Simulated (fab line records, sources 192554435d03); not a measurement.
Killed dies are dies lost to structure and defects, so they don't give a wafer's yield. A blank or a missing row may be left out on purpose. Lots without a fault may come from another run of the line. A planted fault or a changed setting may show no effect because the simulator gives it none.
Chamber matching | flow n5_finfet | N5_DUMMY_GATE_STRIP_41 on rie_diel-06: 4 sister chambers
The step strips in O2. 18 wafers are shown with their chamber, then 9 later ones without.

WAFERS WITH THEIR CHAMBER
wafer  | chamber | showerhead_plenum_p_Torr (Torr) | throttle_valve_pct (%) | oes_product_au (a.u.)
L076.1 | 2       | 2.25                            | 16.59                  | 0.89
L076.2 | 3       | 1.94                            | 16.27                  | 0.83
L076.4 | 0       | 2.13                            | 16.60                  | 0.68
L077.1 | 2       | 2.25                            | 16.60                  | 0.88
L077.2 | 1       | 2.08                            | 16.75                  | 0.70
L077.5 | 0       | 2.13                            | 16.62                  | 0.68
L082.1 | 1       | 2.08                            | 16.76                  | 0.69
L082.2 | 2       | 2.25                            | 16.59                  | 0.86
L082.6 | 3       | 1.94                            | 16.29                  | 0.82
L083.1 | 2       | 2.25                            | 16.62                  | 0.87
L083.2 | 1       | 2.08                            | 16.77                  | 0.70
L083.5 | 1       | 2.08                            | 16.76                  | 0.69
L086.1 | 1       | 2.08                            | 16.79                  | 0.69
L086.4 | 2       | 2.24                            | 16.62                  | 0.85
L086.5 | 1       | 2.08                            | 16.77                  | 0.68
L087.1 | 1       | 2.08                            | 16.78                  | 0.69
L087.4 | 3       | 1.93                            | 16.30                  | 0.81
L087.5 | 1       | 2.08                            | 16.78                  | 0.69

SIGNATURES (means of the wafers above)
reading                  | chamber 0 | chamber 1 | chamber 2 | chamber 3 | scatter within a chamber
showerhead_plenum_p_Torr | 2.1300    | 2.0800    | 2.2480    | 1.9367    | 0.00324
throttle_valve_pct       | 16.6100   | 16.7700   | 16.6040   | 16.2867   | 0.0141
oes_product_au           | 0.6800    | 0.6912    | 0.8700    | 0.8200    | 0.0103
Rule: a wafer's distance from a chamber is the root of the sum, over the readings, of the square of ((its reading less the chamber's mean) divided by the reading's scatter). The wafer belongs to the nearest chamber; if the next one is less than 2 further off, it can't be placed. The scatter: the root of (the sum of the squares of (reading less its chamber's mean) over the shown wafers, divided by (wafers less chambers)).

WAFERS WITHOUT THEIR CHAMBER
wafer  | showerhead_plenum_p_Torr (Torr) | throttle_valve_pct (%) | oes_product_au (a.u.)
L090.4 | 2.13                            | 16.25                  | 1.00
L090.5 | 2.07                            | 16.79                  | 0.68
L090.6 | 2.24                            | 16.65                  | 0.84
L092.2 | 2.07                            | 16.82                  | 0.67
L092.4 | 1.93                            | 16.33                  | 0.80
L092.5 | 2.24                            | 16.65                  | 0.83
L093.1 | 2.24                            | 16.66                  | 0.83
L093.5 | 1.93                            | 16.33                  | 0.79
L093.6 | 2.12                            | 16.26                  | 0.97

WHICH CHAMBER EACH WENT THROUGH
wafer  | from the rows above | in truth
L090.4 | 0                   | 0
L090.5 | 1                   | 1
L090.6 | 2                   | 2
L092.2 | 1                   | 1
L092.4 | 3                   | 3
L092.5 | 2                   | 2
L093.1 | 2                   | 2
L093.5 | 3                   | 3
L093.6 | 0                   | 0
Placed correctly: 9 of 9. Can't be placed from these rows: 0. Placed wrongly: 0.
